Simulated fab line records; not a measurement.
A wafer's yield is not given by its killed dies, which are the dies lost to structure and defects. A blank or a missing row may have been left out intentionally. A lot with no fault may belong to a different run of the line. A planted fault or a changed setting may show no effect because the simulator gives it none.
A lot that was struck, set against a sound lot || flow nand harc || 14 out of 1302 route steps
Sound: these wafers, L911.1, L911.3, L911.6. Struck: wafers L919.1, L919.3 (left out: L919.5, a lot-mate that was not struck); the cause follows at the end.
Per side, at each step with rows, come the tool, then ch with its chambers, and then its first start. Under that, the readings that differ: sound wafers || struck wafers || difference of the means || sigmas: that difference in standard deviations of wafers without a fault.
alike: words and numbers the same on both sides, and readings whose means are apart by under 2 such deviations; not compared: readings that were withheld, readings missing a value for some wafer, numbers with overlapping values and no deviation given by the record, and bounds like >300 which may hide the same value.
A row with sigmas, a row that says differs or no value, or rows on one side alone: a step with any of these is where the two part. Numbers that have no deviation but don't overlap get no sigmas and don't part them. A reading that every wafer of one side lacks parts them only if that side has two wafers or more.

first, 3 steps without rows for these wafers: NHARC_A_SLIT_EXPOSE_06 (exposes mask SLIT); NHARC_A_SLIT_PEB_07 (peb time 65 s); NHARC_A_SLIT_DEVELOP_08 (develop time 35 s).
NHARC_A_SLIT_CD_MEAS_09: the cd target is 300 nm.
  sound on cd sem-01 ch 0, day 20 11:29; struck on cd sem-02 ch 0, day 22 17:37
  alike: cd nm
NHARC_A_SLIT_OVL_MEAS_10:
  struck on overlay-01, day 22 17:43; sound on overlay-02, day 20 11:35
  alike: overlay x nm, overlay y nm
NHARC_A_SLIT_INSPECT_11:
  struck on defect inspect-02, day 22 17:44; sound on defect inspect-01, day 20 11:37
  alike: raw defect count
NHARC_A_SLIT_DESCUM_14: chemistry O2, time 3 s.
  sound on rie diel-09 ch 1,2,3, day 20 11:41; struck on rie diel-03 ch 1,2, day 22 17:48
  alike: drypump motor current A, oes product au, rf vpp V, showerhead plenum p Torr, throttle valve pct
  not compared: rf hours counter h
NHARC_A_SLIT_ETCH_24: etches the open film in CF4/CHF3, target depth 121 nm, time 60.5 s.
  sound on rie diel-09 ch 2,3, day 20 11:46; struck on rie diel-03 ch 1,3, day 22 17:53
  alike: drypump motor current A, oes product au, rf vpp V, showerhead plenum p Torr, throttle valve pct
  not compared: rf hours counter h
NHARC_A_SLIT_ETCH_15: etches the open film in O2/COS, target depth 6200 nm, time 1612 s.
  sound: rie diel-09 ch 1,2; struck: rie diel-03 ch 2,3
{"reading": "rf vpp V (V)", "sound": "316.4 317.2 316.8", "struck": "313.1 310.2", "difference": -5.2, "sigmas": -3}
  alike: cos flow sccm, drypump motor current A, oes product au, showerhead plenum p Torr, throttle valve pct
  not compared: rf hours counter h
NHARC_A_SLIT_ETCH_17: etches the open film in C4F8/O2/Ar, time 4254.5 s, target depth 20300 nm.
  sound on har etch-01 ch 1, day 20 17:02; struck on har etch-01 ch 0,1, day 22 19:04
  alike: drypump motor current A, showerhead plenum p Torr, throttle valve pct
  not compared: rf hours counter h
then, 2 steps without rows for these wafers: NHARC_A_SLIT_ETCH_26 (etches the open film in C4F8/O2/Ar, time 90 s, target depth 400 nm); NHARC_A_SLIT_STRIP_28 (strips in O2/COS).
NHARC_A_SLIT_ETCH_29: etches the open film in CF4/O2, target depth 100 nm, overetch 10 nm, time 55 s.
  sound on rie diel-01 ch 0,1,3, day 20 20:57; struck on rie diel-01 ch 1,3, day 22 23:37
{"reading": "oes product au (a.u.)", "sound": "1.011 1.008 0.989", "struck": "0.904 0.891", "difference": -0.105, "sigmas": -11}
  alike: drypump motor current A, rf vpp V, showerhead plenum p Torr, throttle valve pct
  not compared: rf hours counter h
NHARC_A_SLIT_STRIP_18: strips in O2.
  sound: rie diel-01 ch 1,2,3; struck: rie diel-01 ch 1,3
  alike: drypump motor current A, oes product au, rf vpp V, showerhead plenum p Torr, throttle valve pct
  not compared: rf hours counter h

== WHERE THEY PART ==
Last at NHARC_A_SLIT_ETCH_29 as far as this record goes, first at NHARC_A_SLIT_ETCH_15. Later steps at which nothing parts them and some readings are alike: NHARC_A_SLIT_STRIP_18.

WHY: the cause the simulator had injected
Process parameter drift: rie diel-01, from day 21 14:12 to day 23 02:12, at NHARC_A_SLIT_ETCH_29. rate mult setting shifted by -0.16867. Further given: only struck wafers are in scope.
